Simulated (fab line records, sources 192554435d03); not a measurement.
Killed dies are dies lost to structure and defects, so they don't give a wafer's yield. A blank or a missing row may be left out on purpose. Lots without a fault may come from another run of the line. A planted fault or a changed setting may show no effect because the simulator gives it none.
A struck lot beside a sound one | flow n5_finfet | 36 steps out of a route of 1938
Sound: wafers L775.1, L775.2, L775.3. Struck: wafer L785.5. (L785.2, L785.4 of the same lot were not struck and are left out.) The cause comes at the end.
At each step with rows: each side's tool, then ch and its chambers, then its first start. Under that, the readings that differ: sound wafers | struck wafers | difference of the means | sigmas: that difference in standard deviations of wafers without a fault.
alike: readings whose means differ by less than 2 such deviations, and words and numbers that are the same on both sides. not compared: withheld readings, readings that some wafer has no value for, bounds like >300 that may hide the same value, and numbers for which the record gives no deviation and whose values overlap.
The two part at a step that has a row with sigmas, a row that says differs or no value, or rows on one side only. Numbers that don't overlap but have no deviation are shown without sigmas and don't part them. A reading that every wafer of one side lacks parts them only if that side has two wafers or more.

first, 9 steps without rows for these wafers: N5_BEOL_M4_ANNEAL_95 (time 240 s); N5_BEOL_M4_SPUTTER_96 (material Cu, target thk 4.5 nm, time 8.29 s); N5_BEOL_M4_ECD_50 (material Cu, target thk 300 nm); N5_BEOL_M4_ANNEAL_51 (time 90 s); N5_BEOL_M4_CMP_52 (polishes, stops on SiOC, t overpolish 6.8 s, target thk 40 nm); N5_BEOL_M4_PRE_CLEAN_60 (time 15 s); N5_BEOL_M4_CO_CAP_55 (material Co, precursor CCTBA/H2, target thk 2 nm, time 102.1 s); N5_BEOL_M4_PRE_CLEAN_56 (time 15 s); N5_BEOL_M4_DEP_57 (deposits SiCN from 3MS/NH3, target thk 8 nm, time 14 s).
N5_BEOL_M4_RC_MEAS_101:
  sound on prober-02 ch 0, day 8 08:07; struck on prober-02 ch 0, day 10 11:07
  reading       | sound          | struck | difference | sigmas
  SS_P (mV/dec) | 72.6 72.1 72.8 | 74.7   | +2.2       | +3
  alike: DIBL_N, DIBL_P, IOFF_N, IOFF_P, ION_N, ION_P, SS_N, VT_N, VT_P
then, 24 steps without rows for these wafers: N5_BEOL_M5_ILD_DEP_00 (deposits SiCOH lowk from DEMS/porogen, target thk 140.64 nm, time 25.9 s); N5_BEOL_M5_CURE_79 (cures SiCOH lowk, time 240 s); N5_BEOL_M5_PECVD_70 (deposits SiO2 from TEOS/O2, target thk 16 nm, time 18 s); N5_BEOL_M5_HM_DEP_02 (deposits TiN, target thk 20 nm); N5_BEOL_M5_COAT_59 (time 60 s, resist thk 60 nm); N5_BEOL_M5_COAT_60 (time 60 s, resist thk 12 nm); N5_BEOL_M5_COAT_71 (time 60 s, resist thk 5 nm); N5_BEOL_M5_COAT_05 (resist thk 30 nm); N5_BEOL_M5_EBR_07; N5_BEOL_M5_SOFTBAKE_06 (time 60 s); N5_BEOL_M5_EXPOSE_08 (exposes mask M5, target cd 28 nm); N5_BEOL_M5_PEB_09 (peb time 60 s); N5_BEOL_M5_DEVELOP_10 (develop time 30 s); N5_BEOL_M5_DESCUM_16 (chemistry O2, time 7 s); N5_BEOL_M5_ETCH_72 (etches underlayer in N2/H2, target depth 6.5 nm, time 5.2 s); N5_BEOL_M5_ETCH_61 (etches SiARC in CF4, target depth 15.6 nm, time 26 s); N5_BEOL_M5_ETCH_62 (etches SOC in N2/H2, target depth 75 nm, overetch 15 nm, time 112.5 s); N5_BEOL_M5_STRIP_63 (strips in N2/H2); N5_BEOL_M5_STRIP_73 (strips in N2/H2); N5_BEOL_M5_STRIP_64 (strips in CF4); N5_BEOL_M5_HM_OPEN_17 (chemistry Cl2/BCl3, target TiN, target depth 20 nm, overetch 6 nm); N5_BEOL_M5_STRIP_19 (strips in O2); N5_BEOL_M5_COAT_65 (time 60 s, resist thk 60 nm); N5_BEOL_M5_COAT_66 (time 60 s, resist thk 12 nm).
N5_BEOL_M5_VIA_ETCH_34: etches SiCOH lowk in C4F6/O2, target depth 88.3 nm, time 39.2 s.
  sound on rie_diel-04 ch 0,1,3, day 8 12:46; struck on rie_diel-04 ch 2, day 10 18:08
  reading                                  | sound            | struck | difference | sigmas
  oes_product_au (a.u.)                    | 0.70 0.75 0.81   | 0.54   | -0.21      | -3
  model.etch.depth_nm (nm)                 | 85.58 86.6 85.41 | 53.84  | -32.02     |
  model.SOC_of_BEOL_M5_COAT_65.thk_nm (nm) | 56.2 56.4 56.6   | 57.6   | +1.2       |
  alike: chamber_pressure_mTorr, drypump_motor_current_A, rf_vpp_V, showerhead_plenum_p_Torr, throttle_valve_pct
  not compared: rf_hours_counter_h
-- the record jumps here: 4 days lie between the struck wafers' starts before and after (it left off in module BEOL_M5 and takes up again in module PASSIVATION, whose first step shown is number 1936 of the route) --
N5_PASSIVATION_PROBE_49:
  sound on prober-01, day 12 07:02; struck on prober-01, day 14 09:40
  reading                  | sound          | struck | difference | sigmas
  defect_limited_yield (%) | 90.6 89.7 91.8 | 0.1    | -90.6      | -70
  killed_at_M4_up          | 9 6 9          | 1063   | +1055      | +99 or more
  killed_at_contacts       | 12 17 11       | 28     | +15        | +2
  killed_dies              | 111 122 97     | 1179   | +1069      | +71
  killed_on_rim            | 17 20 13       | 152    | +135       | +37
  sort_bin_5_function (%)  | 5.3 5.9 4.6    | 95.3   | +90.0      | +99 or more
  sort_n_pass              | 1069 1058 1083 | 1      | -1069      | -71
  sort_yield_pct (%)       | 90.6 89.7 91.8 | 0.1    | -90.6      | -70
  alike: killed_at_M0_to_M3, killed_at_front_end, killed_at_other, killed_open, killed_short, sort_bin_6_memory

WHERE THEY PART
First at N5_BEOL_M4_RC_MEAS_101; last, within this record, at N5_PASSIVATION_PROBE_49.

WHY: what the simulator had put in
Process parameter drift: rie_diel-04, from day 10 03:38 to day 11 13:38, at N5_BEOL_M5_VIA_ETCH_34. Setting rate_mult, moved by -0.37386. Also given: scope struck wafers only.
